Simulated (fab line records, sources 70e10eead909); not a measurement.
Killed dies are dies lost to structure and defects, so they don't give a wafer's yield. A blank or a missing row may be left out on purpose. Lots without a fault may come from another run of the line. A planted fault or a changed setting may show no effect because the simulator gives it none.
fab line records | flow nand_harc | part 2 of 2: steps 5 to 6 of 6
record lots=23 wafers=69 last_day=24
route steps=1159 shown P_M2@334 P_BONDPAD@351 A_ZERO_WELL@404
lots that met no fault: from a run of the same line without faults
start_h: hours from the record's first day to the start of the lot's first wafer shown | wait_h: hours since the lot's step before | " the same as in the row above | L1.1+2: a row that stands for several wafers | - no value, or no start given | * or withheld: withheld | < > ~ a bound
route shown NAME@n: a module of which the file shows steps, and the number in the route of the first | usual: mean/standard deviation of fault-free wafers | same: alike in all rows | chamber/n: place in a boat | sites: the reading at each site | _std_site: their standard deviation | _edge_site: outer sites' mean less inner sites' | radius_mm: how far each site lies from the wafer's centre | mask NAME#n: copy n | behind: the tool/chamber that last shaped the wafer | hold: why the lot was held/for how many hours/how that ended | device: the transistor (n, p or np) that didn't switch | end of line: the same wafers' tests at the end of the route | a step without rows: its recipe alone | killed: dies lost to structure and defects at the first sort, not the wafer's yield | map: a wafer's dies, x killed, . not, _ none there
set.NAME: the setting as run; set.NAME@STEP: as run at that earlier step | model.NAME: the simulator's own value behind a step, which no gauge read
steps of the route over a sample of lots; a table a step, a row a wafer
services: from which hour (start_h, from the record's first day; less than 0 if before it) a tool's chamber was out of use, for how many hours, and why
## steps
# step NHARC_P_BONDPAD_ETCH_12
# recipe target_depth_a=2000 time_s=100 chf3_flow_sccm=50 o2_flow_sccm=10 ar_flow_sccm=200 rf_w=500 bias_w=200 chemistry=CHF3/O2
# usual chamber_pressure_mTorr=25.000/0.022 drypump_motor_current_A=5.8/0.33 o2_flow_sccm=10.005/0.029 oes_product_au=0.942/0.021 rf_vpp_V=371.0/2.2 showerhead_plenum_p_Torr=2.42/0.094 throttle_valve_pct=20.573/0.0086
# columns lot.wafer tool chamber start_h wait_h chamber_pressure_mTorr drypump_motor_current_A o2_flow_sccm oes_product_au rf_hours_counter_h rf_vpp_V showerhead_plenum_p_Torr throttle_valve_pct
L075.4 rie_diel-02 1 - - 25.025 5.8 9.981 0.926 13 371.7 2.50 20.566
L075.1 " 3 " " 25.013 5.7 10.009 0.924 13 373.1 2.51 20.572
L075.6 " 1 " " 25.015 5.9 10.032 0.925 - 371.4 2.50 20.581
L074.1 rie_diel-02 3 - - 25.013 5.7 9.958 0.965 14 373.0 2.51 20.568
L074.2 " 0 " " 24.985 5.7 10.024 0.958 14 365.7 2.26 20.567
L074.4 " 1 " " 25.009 5.9 10.000 0.959 14 372.4 2.50 20.552
L077.4 rie_diel-02 0 - - 25.027 5.7 10.004 0.985 15 367.4 2.26 20.567
L077.6 " 0 " " 25.047 5.7 10.002 0.971 - 366.1 2.25 20.571
L077.5 " 1 " " 24.999 5.8 10.055 0.978 - 372.6 2.50 20.582
L078.2 rie_diel-07 1 - - 25.039 5.8 9.941 0.939 30 366.9 2.28 20.577
L078.4 " 2 " " 25.032 5.8 9.987 0.906 33 372.4 2.52 20.568
L078.6 " 0 " " 25.012 6.5 9.990 0.923 - 369.3 2.33 20.570
L076.4 rie_diel-09 2 - - 25.016 6.2 10.005 0.928 23 373.3 2.47 20.586
L076.1 " 0 " " 24.985 4.8 10.010 0.919 25 371.2 2.41 20.571
L076.6 " 3 " " 24.977 6.3 9.972 0.927 - 371.6 2.46 20.574
L080.3 rie_diel-09 1 - - 24.977 5.7 10.029 0.921 26 369.2 2.46 20.575
L080.4 " 0 " " 24.994 4.8 10.028 0.920 25 370.7 2.41 20.572
L080.6 " 1 " " 24.994 5.7 10.006 0.929 - 371.1 2.46 20.562
L079.3 rie_diel-09 0 - - 25.034 4.8 10.055 0.930 26 370.7 2.41 20.572
L079.4 " 1 " " 25.014 5.7 10.048 0.941 26 372.5 2.46 20.559
L079.5 " 1 " " 25.016 5.8 10.035 0.942 - 370.4 2.46 20.563
L081.4 rie_diel-02 2 - - 24.993 5.8 9.986 0.971 1 371.2 2.42 20.570
L081.1 " 3 " " 25.025 5.7 10.012 0.988 1 372.3 2.51 20.570
L081.5 " 3 " " 25.013 5.7 10.004 0.985 - 372.7 2.51 20.564
L082.1 rie_diel-02 2 - - 25.023 5.8 10.011 0.973 2 370.8 2.42 20.555
L082.6 " 3 " " 25.020 5.7 10.015 0.965 - 372.6 2.51 20.597
L082.5 " 0 " " 25.009 5.7 10.006 0.966 - 367.2 2.25 20.572
L083.4 rie_diel-02 0 - - 24.995 5.7 9.992 0.941 1 367.5 2.25 20.579
L083.3 " 1 " " 24.978 5.9 9.991 0.930 2 373.0 2.50 20.578
L083.5 " 3 " " 24.990 5.7 9.972 0.924 - 373.8 2.51 20.575
L084.1 rie_diel-02 0 - - 25.046 5.7 10.004 0.938 2 367.8 2.25 20.577
L084.4 " 2 " " 24.997 5.8 9.992 0.913 2 371.0 2.42 20.573
L084.5 " 1 " " 25.003 5.9 9.966 0.925 - 371.9 2.50 20.575
L087.2 rie_diel-07 0 - - 24.991 6.5 9.982 0.948 51 368.1 2.32 20.581
L087.5 " 0 " " 24.986 6.5 10.037 0.940 - 369.1 2.32 20.567
L087.6 " 1 " " 24.975 5.8 9.986 0.940 - 367.6 2.28 20.583
L086.2 rie_diel-02 2 - - 25.040 5.8 9.978 0.917 5 371.8 2.42 20.565
L086.5 " 0 " " 25.028 5.7 9.959 0.929 - 367.0 2.25 20.581
L086.6 " 1 " " 24.991 5.8 9.992 0.915 - 373.5 2.50 20.571
L088.4 rie_diel-02 1 - - 25.038 5.9 9.990 0.973 7 372.6 2.50 20.576
L088.2 " 2 " " 24.992 5.8 9.976 0.992 7 372.4 2.42 20.589
L088.5 " 2 " " 24.997 5.8 10.012 0.970 - 369.9 2.42 20.585
L089.4 rie_diel-07 1 - - 25.027 5.8 9.950 0.926 55 368.1 2.27 20.580
L089.1 " 3 " " 24.986 6.4 9.984 0.941 63 373.1 2.46 20.587
L089.5 " 0 " " 24.999 6.6 10.010 0.924 - 369.4 2.32 20.587
L090.2 rie_diel-09 1 - - 25.021 5.8 10.027 0.927 51 371.0 2.45 20.568
L090.1 " 3 " " 25.007 6.3 9.992 0.927 48 371.7 2.45 20.577
L090.5 " 1 " " 25.004 5.8 9.998 0.917 - 370.7 2.45 20.566
L091.3 rie_diel-02 1 - - 24.993 5.9 9.980 0.928 7 371.5 2.50 20.574
L091.4 " 2 " " 24.996 5.8 10.006 0.925 7 371.6 2.42 20.578
L091.5 " 0 " " 25.002 5.7 9.990 0.945 - 367.8 2.25 20.574
L093.3 rie_diel-02 2 - - 24.988 5.8 10.019 0.947 7 370.5 2.42 20.568
L093.6 " 2 " " 24.975 5.8 10.004 0.940 - 369.8 2.42 20.566
L093.5 " 3 " " 24.989 5.7 9.953 0.950 - 373.2 2.51 20.570
L092.4 rie_diel-02 0 - - 24.976 5.7 9.966 0.928 8 368.8 2.25 20.587
L092.3 " 1 " " 24.947 5.8 10.003 0.920 7 371.8 2.50 20.576
L092.6 " 2 " " 25.038 5.7 10.026 0.923 - 370.6 2.42 20.567
L094.3 rie_diel-09 0 - - 24.974 4.8 10.023 0.925 60 369.7 2.40 20.567
L094.2 " 1 " " 24.981 5.7 10.020 0.930 58 371.0 2.45 20.583
L094.4 " 2 " " 25.007 6.2 10.037 0.930 55 372.5 2.46 20.584
L095.4 rie_diel-02 0 - - 25.000 5.7 9.974 0.968 9 368.1 2.25 20.574
L095.3 " 3 " " 25.017 5.7 9.988 0.955 9 374.1 2.51 20.588
L095.6 " 1 " " 25.009 5.8 10.043 0.973 - 374.1 2.50 20.569
L096.3 rie_diel-07 2 - - 24.974 5.8 9.965 0.959 11 373.8 2.51 20.576
L096.4 " 1 " " 24.981 5.7 9.993 0.944 10 368.0 2.27 20.561
L096.5 " 2 " " 25.047 5.7 9.978 0.953 - 373.2 2.50 20.563
L097.3 rie_diel-02 1 - - 24.998 5.9 9.973 0.966 9 373.5 2.50 20.570
L097.5 " 0 " " 24.993 5.7 10.058 0.986 - 367.1 2.25 20.585
L097.6 " 1 " " 24.975 5.8 10.024 0.977 - 373.5 2.50 20.569
# step NHARC_A_ZERO_WELL_ETCH_19
# recipe target_depth_a=800 overetch_a=240 time_s=87.88 ion_energy_ev=200 n2_flow_sccm=150 h2_flow_sccm=150 ar_flow_sccm=0 rf_w=400 bias_w=150 chemistry=N2/H2
# usual chamber_pressure_mTorr=30.003/0.027 drypump_motor_current_A=5.7/0.55 oes_product_au=1.004/0.0094 rf_vpp_V=429.1/2.5 showerhead_plenum_p_Torr=1.99/0.088 throttle_valve_pct=14.171/0.0094
# columns lot.wafer tool chamber start_h wait_h chamber_pressure_mTorr drypump_motor_current_A oes_product_au rf_hours_counter_h rf_vpp_V showerhead_plenum_p_Torr throttle_valve_pct
L075.1 rie_diel-03 1 136.53 0.1 30.040 6.0 1.012 7 427.4 1.91 14.154
L075.4 " 3 " " 29.977 5.7 1.006 - 429.7 1.98 14.189
L075.6 " 1 " " 30.054 6.0 1.008 - 427.8 1.91 14.161
L074.4 rie_diel-05 3 137.31 0.1 30.004 6.4 1.000 9 427.6 1.91 14.167
L074.2 " 0 " " 30.023 5.4 1.002 9 434.6 2.16 14.169
L074.1 " 1 " " 29.984 5.6 1.002 10 430.0 2.01 14.161
L077.4 rie_diel-03 3 149.89 0.1 30.000 5.7 0.993 6 430.0 1.98 14.176
L077.5 " 2 " " 29.970 5.0 1.007 - 426.4 1.90 14.183
L077.6 " 3 " " 29.991 5.7 1.002 - 430.8 1.98 14.159
L078.4 rie_diel-12 3 154.86 0.1 29.960 5.4 1.011 14 425.9 1.91 14.160
L078.2 " 0 " " 29.950 6.7 0.999 13 427.3 1.93 14.176
L078.6 " 3 " " 29.966 5.4 1.017 - 426.9 1.91 14.173
L076.1 rie_diel-03 3 158.42 0.1 29.954 5.7 0.999 8 430.0 1.98 14.177
L076.4 " 1 " " 30.047 5.9 1.007 8 426.7 1.91 14.176
L076.6 " 3 " " 29.982 5.7 1.010 - 428.9 1.98 14.163
L080.3 rie_diel-05 1 161.47 0.1 30.005 5.6 1.006 13 428.9 2.01 14.172
L080.4 " 2 " " 30.050 5.8 0.979 12 427.7 1.95 14.173
L080.6 " 3 " " 29.989 6.4 1.002 - 426.5 1.91 14.167
L079.4 rie_diel-12 3 162.42 0.3 30.007 5.4 1.015 16 426.3 1.91 14.161
L079.3 " 1 " " 30.011 6.4 1.008 13 428.2 1.99 14.163
L079.5 " 3 " " 29.986 5.4 1.006 - 427.2 1.91 14.171
L081.4 rie_diel-05 3 178.96 0.1 30.030 6.4 1.005 0 426.7 1.91 14.160
L081.1 " 1 " " 30.015 5.6 1.000 0 429.3 2.01 14.162
L081.5 " 3 " " 30.003 6.4 1.001 - 425.8 1.91 14.177
L082.1 rie_diel-03 1 179.98 0.1 30.009 5.9 1.007 9 427.6 1.91 14.191
L082.6 " 2 " " 30.014 5.0 1.010 - 427.4 1.90 14.167
L082.5 " 3 " " 29.995 5.7 1.013 - 429.6 1.98 14.170
L083.4 rie_diel-12 3 180.58 0.1 29.985 5.4 1.018 18 427.4 1.91 14.164
L083.3 " 1 " " 30.001 6.4 1.023 15 429.0 1.99 14.151
L083.5 " 2 " " 29.989 4.8 1.003 - 432.2 2.14 14.169
L084.1 rie_diel-05 2 195.03 0.1 29.969 5.8 1.008 1 427.8 1.95 14.178
L084.4 " 0 " " 29.991 5.5 0.999 1 433.3 2.16 14.163
L084.5 " 1 " " 29.981 5.6 0.995 - 430.0 2.01 14.162
L087.2 rie_diel-12 3 212.50 0.1 30.000 5.4 1.003 0 427.6 1.91 14.155
L087.6 " 0 " " 29.959 6.7 1.003 - 427.3 1.93 14.162
L087.5 " 1 " " 30.000 6.4 1.020 - 429.9 1.99 14.168
L086.2 rie_diel-05 1 212.99 0.1 29.974 5.6 1.008 2 431.3 2.01 14.163
L086.6 " 2 " " 30.016 5.8 1.009 - 427.0 1.95 14.177
L086.5 " 3 " " 29.944 6.4 1.011 - 426.0 1.90 14.193
L088.2 rie_diel-05 2 231.06 0.1 29.974 5.8 1.001 3 428.3 1.95 14.186
L088.4 " 1 " " 30.029 5.6 1.003 3 429.1 2.00 14.175
L088.5 " 3 " " 30.001 6.4 0.998 - 427.7 1.90 14.163
L089.1 rie_diel-03 3 231.70 0.1 29.991 5.7 1.007 0 429.1 1.98 14.166
L089.4 " 0 " " 30.069 5.3 1.009 0 432.1 2.07 14.161
L089.5 " 3 " " 30.034 5.7 1.014 - 428.0 1.98 14.166
L090.1 rie_diel-03 0 232.43 0.1 30.010 5.3 1.001 0 431.8 2.07 14.174
L090.2 " 1 " " 29.981 5.9 1.017 0 426.5 1.91 14.171
L090.5 " 2 " " 30.021 5.0 1.002 - 426.3 1.90 14.171
L091.3 rie_diel-12 3 238.54 0.1 30.014 5.4 1.013 3 425.5 1.91 14.181
L091.4 " 1 " " 29.955 6.4 1.016 3 430.1 1.99 14.186
L091.5 " 3 " " 30.009 5.4 1.009 - 426.1 1.91 14.174
L093.3 rie_diel-12 0 239.06 0.1 30.041 6.7 1.004 3 427.1 1.93 14.180
L093.6 " 1 " " 30.019 6.4 1.018 - 429.0 1.98 14.184
L093.5 " 2 " " 30.019 4.8 1.005 - 433.2 2.14 14.163
L092.3 rie_diel-03 3 239.54 0.1 30.037 5.7 1.006 1 429.4 1.98 14.165
L092.4 " 0 " " 30.005 5.3 0.997 1 431.7 2.07 14.180
L092.6 " 3 " " 30.079 5.7 1.000 - 428.2 1.98 14.184
L094.2 rie_diel-05 0 254.06 0.1 29.993 5.5 0.998 5 434.1 2.16 14.159
L094.4 " 2 " " 30.031 5.8 1.002 5 425.8 1.95 14.150
L094.3 " 3 " " 30.026 6.5 0.995 6 425.7 1.90 14.163
L095.4 rie_diel-12 3 256.90 0.1 29.979 5.4 1.008 5 427.8 1.91 14.164
L095.3 " 0 " " 30.005 6.7 1.008 6 426.4 1.92 14.160
L095.6 " 3 " " 29.991 5.4 1.013 - 427.1 1.91 14.170
L096.3 rie_diel-03 0 264.97 0.1 30.066 5.2 0.999 3 430.6 2.07 14.172
L096.4 " 1 " " 30.021 5.9 1.011 3 424.8 1.91 14.176
L096.5 " 3 " " 29.979 5.7 1.010 - 429.4 1.98 14.163
L097.3 rie_diel-05 0 272.97 0.1 30.019 5.5 1.006 6 432.5 2.16 14.182
L097.6 " 3 " " 29.998 6.4 0.995 - 427.4 1.90 14.175
L097.5 " 0 " " 29.993 5.5 1.001 - 433.2 2.16 14.175
## services
# columns tool chamber start_h hours kind
pecvd-03 - 111.02 13.0 pm
rie_diel-03 2 122.87 23.3 repair
rie_diel-09 - 139.59 0.7 repair
rie_diel-02 - 150.70 9.0 pm
pecvd-02 - 153.15 13.0 pm
rie_diel-05 - 163.60 9.0 pm
rie_diel-07 - 170.46 0.8 repair
cmp-01 - 179.75 4.0 pm
rie_diel-03 0 184.59 5.1 repair
rie_diel-05 0 188.23 3.9 repair
cmp-04 - 203.08 4.0 pm
rie_diel-09 - 214.98 1.6 repair
rie_diel-03 - 215.30 9.0 pm
rie_diel-02 - 215.47 0.5 repair
cmp-04 - 222.12 1.5 repair
rie_diel-07 - 228.36 9.0 pm
cmp-01 - 238.03 2.6 repair
rie_diel-09 - 240.67 0.8 repair
rie_diel-02 2 245.83 1.2 repair
rie_diel-02 1 248.31 1.5 repair
rie_diel-09 - 254.11 9.0 pm
cmp-01 - 255.70 7.1 repair
rie_diel-02 1 259.32 3.5 repair
cmp-04 - 264.94 0.4 repair
